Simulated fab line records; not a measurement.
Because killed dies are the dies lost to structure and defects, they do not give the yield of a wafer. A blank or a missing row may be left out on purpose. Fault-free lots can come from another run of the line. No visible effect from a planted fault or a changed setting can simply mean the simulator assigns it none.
Which tool was responsible? | flow n5Finfet | 8 lots, 22 wafers sampled, at 6 steps of a route of 1938

## WHAT EACH GAUGE READ, for each wafer
N5_BEOL_M4_RC_MEAS_101. Usual: DIBL_N 35.9 mV/V, standard deviation 1.3; DIBL_P 36.3 mV/V, standard deviation 1.5; IOFF_N 0.153 nA/um, standard deviation 0.023; IOFF_P 0.208 nA/um, standard deviation 0.028; ION_N 672 uA/um, standard deviation 9.7; ION_P 462 uA/um, standard deviation 6.6; SS_N 71.5 mV/dec, standard deviation 0.53; SS_P 73.3 mV/dec, standard deviation 0.59; VT_N 250.4 mV, standard deviation 2.7; VT_P -250.5 mV, standard deviation 3.
lot  | measured     | on        | DIBL_N (mV/V)  | DIBL_P (mV/V)  | IOFF_N (nA/um)    | IOFF_P (nA/um)    | ION_N (uA/um) | ION_P (uA/um) | SS_N (mV/dec)  | SS_P (mV/dec)  | VT_N (mV)         | VT_P (mV)            | flag
L218 | day 8 00:50  | prober-02 | 35.3 36.9 34.4 | 35.2 37.2 33.8 | 0.137 0.162 0.120 | 0.175 0.197 0.152 | 660 679 660   | 453 461 450   | 71.3 71.8 70.7 | 73.1 73.7 72.3 | 250.9 249.6 254.1 | -254.6 -255.0 -257.9 | 
L219 | day 8 15:58  | prober-01 | 35.9 37.1 37.2 | 35.8 37.6 37.0 | 0.154 0.182 0.181 | 0.189 0.213 0.215 | 673 677 684   | 457 457 465   | 71.3 71.6 72.2 | 73.1 73.7 74.0 | 251.8 251.6 248.6 | -254.4 -250.9 -250.2 | 
L225 | day 10 09:09 | prober-01 | 37.4 37.9 38.0 | 38.0 38.7 39.7 | 0.171 0.185 0.196 | 0.221 0.240 0.259 | 674 677 682   | 466 466 477   | 72.1 70.7 72.0 | 74.5 74.4 74.4 | 248.5 249.1 246.2 | -248.4 -250.1 -249.4 | 
L230 | day 11 11:40 | prober-02 | 36.8 34.5 35.1 | 35.5 33.3 33.3 | 0.161 0.123 0.129 | 0.211 0.178 0.176 | 677 660 659   | 454 452 454   | 71.4 71.1 71.6 | 74.0 72.7 73.3 | 253.2 253.4 254.8 | -251.8 -253.1 -253.2 | 
L232 | day 12 04:38 | prober-02 | 36.0 37.6 36.6 | 36.8 37.8 36.5 | 0.177 0.198 0.174 | 0.237 0.244 0.235 | 687 664 676   | 471 460 465   | 71.6 72.9 71.9 | 73.8 74.2 73.4 | 243.4 246.2 246.1 | -248.4 -247.6 -246.4 | 
L234 | day 12 15:55 | prober-02 | 36.5 36.5 36.9 | 37.9 37.4 37.7 | 0.160 0.157 0.169 | 0.218 0.206 0.215 | 675 682 669   | 461 459 455   | 70.8 71.5 71.6 | 73.0 73.5 73.4 | 251.5 254.7 251.7 | -249.8 -253.8 -250.4 | 
L236 | day 13 16:50 | prober-02 | 34.6 35.8      | 34.6 36.2      | 0.142 0.146       | 0.180 0.207       | 679 666       | 461 456       | 70.4 71.8      | 72.8 73.4      | 248.7 252.1       | -251.5 -248.1        | 
L239 | day 14 01:10 | prober-02 | 36.0 36.4      | 37.0 37.5      | 0.158 0.170       | 0.206 0.215       | 682 691       | 463 468       | 71.5 71.4      | 73.6 74.6      | 249.5 248.6       | -248.8 -250.0        | 

## WHICH TOOL RAN EACH LOT (tool, then ch and the chambers of the sampled wafers, then the start)
lot  | N5_ILD0_CMP_12               | N5_SDB_STRIP_21                  | N5_SDB_HM_OPEN_20                | N5_SDB_STRIP_22                    | N5_SDB_ETCH_25
L218 | cmp-02 ch 0,1,2, day 3 17:42 | rieDiel-06 ch 0,1,2, day 3 19:04 | rieDiel-06 ch 0,1,2, day 3 19:05 | plasmaAsher-01 ch 0,1, day 3 19:12 | rieDiel-03 ch 0,1,2, day 3 19:41
L219 | cmp-02 ch 0,1, day 4 01:58   | rieDiel-03 ch 1,2, day 4 02:56   | rieDiel-03 ch 1,2, day 4 02:58   | plasmaAsher-02 ch 0,1, day 4 03:02 | rieDiel-05 ch 0,2,3, day 4 03:16
L225 | cmp-01 ch 0,1, day 5 14:32   | rieDiel-03 ch 0,1,2, day 5 15:37 | rieDiel-03 ch 0,1,2, day 5 15:38 | plasmaAsher-02 ch 0,1, day 5 15:43 | rieDiel-05 ch 0,1,3, day 5 15:56
L230 | cmp-01 ch 0,2,3, day 6 22:50 | rieDiel-06 ch 0,1,2, day 6 23:44 | rieDiel-06 ch 0,1,2, day 6 23:46 | plasmaAsher-02 ch 0,1, day 6 23:52 | rieDiel-06 ch 0,1,2, day 7 00:59
L232 | cmp-03 ch 1,3, day 7 06:59   | rieDiel-06 ch 1,2,3, day 7 09:23 | rieDiel-06 ch 1,2,3, day 7 09:25 | plasmaAsher-01 ch 0,1, day 7 09:29 | rieDiel-03 ch 0,2,3, day 7 09:47
L234 | cmp-03 ch 0,1, day 7 19:30   | rieDiel-03 ch 0,2,3, day 7 21:58 | rieDiel-03 ch 0,2,3, day 7 21:59 | plasmaAsher-02 ch 0,1, day 7 22:04 | rieDiel-03 ch 0,2, day 7 23:47
L236 | cmp-01 ch 1,2, day 8 06:25   | rieDiel-06 ch 0,1, day 8 07:32   | rieDiel-06 ch 0,1, day 8 07:33   | plasmaAsher-02 ch 0,1, day 8 07:38 | rieDiel-03 ch 0,1, day 8 07:51
L239 | cmp-01 ch 0,3, day 9 03:55   | rieDiel-06 ch 0,3, day 9 04:55   | rieDiel-06 ch 0,3, day 9 04:56   | plasmaAsher-02 ch 1, day 9 05:01   | rieDiel-06 ch 0,3, day 9 05:14
- N5_ILD0_CMP_12: polishes SiNx, stops on poly-Si, t overpolish 6 s, target thk 17.67 nm.
- N5_SDB_STRIP_21: strips in CF4.
- N5_SDB_HM_OPEN_20: chemistry CH3F/O2, target SiNx, stops on poly-Si, target depth 24 nm.
- N5_SDB_STRIP_22: strips in N2/H2.
- N5_SDB_ETCH_25: etches SiO2 in C4F6/O2, target depth 10 nm, time 3.3 s.

## WHAT THE TOOLS THEMSELVES READ (means of the sampled wafers that have a number; where no wafer has one, the mark that the record gives instead)
N5_ILD0_CMP_12. Usual: edgeZonePressureFrac 1.000, standard deviation 0.0047; motorCurrentA 9.3 A, standard deviation 0.68; overpolishRunS 6.000 s, standard deviation 0.0084; timeToEndpointS 28.8 s, standard deviation 1.9.
lot  | tool   | edgeZonePressureFrac | motorCurrentA (A) | overpolishRunS (s) | timeToEndpointS (s) | flag
L218 | cmp-02 | 0.997                | 9.3               | 5.995              | 28.2                | 
L219 | cmp-02 | 0.998                | 9.5               | 6.007              | 26.4                | 
L225 | cmp-01 | 1.004                | 9.2               | 5.990              | 29.5                | 
L230 | cmp-01 | 0.997                | 9.7               | 5.997              | 29.6                | 
L232 | cmp-03 | 0.996                | 10.2              | 5.999              | 31.0                | 
L234 | cmp-03 | 1.002                | 9.4               | 6.008              | 32.2                | 
L236 | cmp-01 | 1.000                | 9.4               | 5.998              | 28.0                | 
L239 | cmp-01 | 0.998                | 9.6               | 6.000              | 27.3                | 

N5_SDB_STRIP_21. Usual: drypumpMotorCurrentA 5.9 A, standard deviation 0.33; oesProductAu 0.77 a.u., standard deviation 0.088; rfVppV 270.8 V, standard deviation 1.8; showerheadPlenumPTorr 1.78 Torr, standard deviation 0.076; throttleValvePct 13.67 %, standard deviation 0.24.
lot  | tool       | drypumpMotorCurrentA (A) | oesProductAu (a.u.) | rfVppV (V) | showerheadPlenumPTorr (Torr) | throttleValvePct (%) | flag
L218 | rieDiel-06 | 5.8                      | 0.75                | 270.1      | 1.75                         | 13.64                | 
L219 | rieDiel-03 | 6.0                      | 0.72                | 270.6      | 1.78                         | 13.98                | 
L225 | rieDiel-03 | 5.9                      | 0.72                | 270.0      | 1.76                         | 13.82                | 
L230 | rieDiel-06 | 5.8                      | 0.80                | 271.6      | 1.81                         | 13.52                | 
L232 | rieDiel-06 | 6.0                      | 0.85                | 270.8      | 1.81                         | 13.46                | 
L234 | rieDiel-03 | 6.0                      | 0.74                | 271.2      | 1.77                         | 13.75                | 
L236 | rieDiel-06 | 5.6                      | 0.83                | 271.2      | 1.82                         | 13.41                | 
L239 | rieDiel-06 | 6.1                      | 0.84                | 270.0      | 1.75                         | 13.39                | 

N5_SDB_HM_OPEN_20. Usual: drypumpMotorCurrentA 5.9 A, standard deviation 0.33; oesProductAu 0.64 a.u., standard deviation 0.074; rfVppV 296.0 V, standard deviation 2.7; showerheadPlenumPTorr 1.99 Torr, standard deviation 0.09; throttleValvePct 16.42 %, standard deviation 0.25.
lot  | tool       | drypumpMotorCurrentA (A) | oesProductAu (a.u.) | rfVppV (V) | showerheadPlenumPTorr (Torr) | throttleValvePct (%) | flag
L218 | rieDiel-06 | 5.8                      | 0.63                | 291.4      | 1.93                         | 16.34                | 
L219 | rieDiel-03 | 6.0                      | 0.60                | 297.4      | 1.99                         | 16.74                | 
L225 | rieDiel-03 | 5.8                      | 0.59                | 296.3      | 1.96                         | 16.56                | 
L230 | rieDiel-06 | 5.8                      | 0.67                | 294.2      | 2.01                         | 16.24                | 
L232 | rieDiel-06 | 6.0                      | 0.71                | 297.5      | 2.02                         | 16.21                | 
L234 | rieDiel-03 | 6.0                      | 0.62                | 296.4      | 1.97                         | 16.50                | 
L236 | rieDiel-06 | 5.6                      | 0.70                | 293.6      | 2.02                         | 16.13                | 
L239 | rieDiel-06 | 6.2                      | 0.70                | 296.4      | 1.94                         | 16.14                | 

N5_SDB_STRIP_22. Usual: drypumpMotorCurrentA 5.97 A, standard deviation 0.29; heaterPowerW 329 W, standard deviation 38; n2FlowSccm 1750 sccm, standard deviation 5.5; oesProductAu 0.715 a.u., standard deviation 0.0044; stripTimeToEndpointS 96.4 s, standard deviation 0.36.
lot  | tool           | drypumpMotorCurrentA (A) | heaterPowerW (W) | n2FlowSccm (sccm) | oesProductAu (a.u.) | stripTimeToEndpointS (s) | flag
L218 | plasmaAsher-01 | 5.73                     | 312              | 1754              | 0.717               | 96.8                     | 
L219 | plasmaAsher-02 | 6.06                     | 332              | 1749              | 0.717               | 96.7                     | 
L225 | plasmaAsher-02 | 6.06                     | 331              | 1753              | 0.712               | 96.7                     | 
L230 | plasmaAsher-02 | 6.23                     | 359              | 1751              | 0.714               | 96.4                     | 
L232 | plasmaAsher-01 | 5.73                     | 306              | 1751              | 0.713               | 94.4                     | OFF
L234 | plasmaAsher-02 | 6.23                     | 362              | 1740              | 0.714               | 96.4                     | 
L236 | plasmaAsher-02 | 6.16                     | 348              | 1747              | 0.714               | 91.6                     | OFF
L239 | plasmaAsher-02 | 6.40                     | 387              | 1745              | 0.713               | 93.9                     | OFF

N5_SDB_ETCH_25. Usual: drypumpMotorCurrentA 5.9 A, standard deviation 0.33; oesProductAu 0.77 a.u., standard deviation 0.094; rfVppV 663 V, standard deviation 5.6; showerheadPlenumPTorr 2.82 Torr, standard deviation 0.13; throttleValvePct 21.24 %, standard deviation 0.27.
lot  | tool       | drypumpMotorCurrentA (A) | oesProductAu (a.u.) | rfVppV (V) | showerheadPlenumPTorr (Torr) | throttleValvePct (%) | flag
L218 | rieDiel-03 | 5.9                      | 0.73                | 663        | 2.80                         | 21.34                | 
L219 | rieDiel-05 | 5.5                      | 0.70                | 658        | 2.71                         | 21.35                | 
L225 | rieDiel-05 | 5.7                      | 0.70                | 662        | 2.71                         | 21.25                | 
L230 | rieDiel-06 | 5.8                      | 0.82                | 657        | 2.85                         | 21.06                | 
L232 | rieDiel-03 | 6.0                      | 0.74                | 663        | 2.81                         | 21.30                | 
L234 | rieDiel-03 | 5.8                      | 0.72                | 661        | 2.75                         | 21.17                | 
L236 | rieDiel-03 | 5.7                      | 0.82                | 662        | 2.86                         | 21.22                | 
L239 | rieDiel-06 | 6.2                      | 0.84                | 664        | 2.77                         | 20.97                | 

## THE ANSWER, worked out from the rows above alone
Rule: a lot is off if the mean of its wafers that have a number lies more than 3 standard deviations from the usual mean. Also off: a lot with no number at a reading for which 4 or more lots have one. Where the step has rows for the other lots, those lots are counted as sound. First the gauges in route order, then the tools' own readings, where a lot's mean is used as printed above. At the first step where some lot is off, the reading lying furthest off is the one used; lots without a number count as furthest.
Off, at N5_SDB_STRIP_22 on stripTimeToEndpointS: L232, L236, L239.
A tool fits if, at that step or a process step before it, it ran every lot that is off, and no sound lot after the first of them. One fits: rieDiel-06 at N5_SDB_STRIP_21 and N5_SDB_HM_OPEN_20. At N5_SDB_STRIP_21 its last sound lot is L230 (day 6 23:44), its first lot that is off L232 (day 7 09:23): a fault that began between those two fits.

## WHAT THE SIMULATOR HAD PUT IN
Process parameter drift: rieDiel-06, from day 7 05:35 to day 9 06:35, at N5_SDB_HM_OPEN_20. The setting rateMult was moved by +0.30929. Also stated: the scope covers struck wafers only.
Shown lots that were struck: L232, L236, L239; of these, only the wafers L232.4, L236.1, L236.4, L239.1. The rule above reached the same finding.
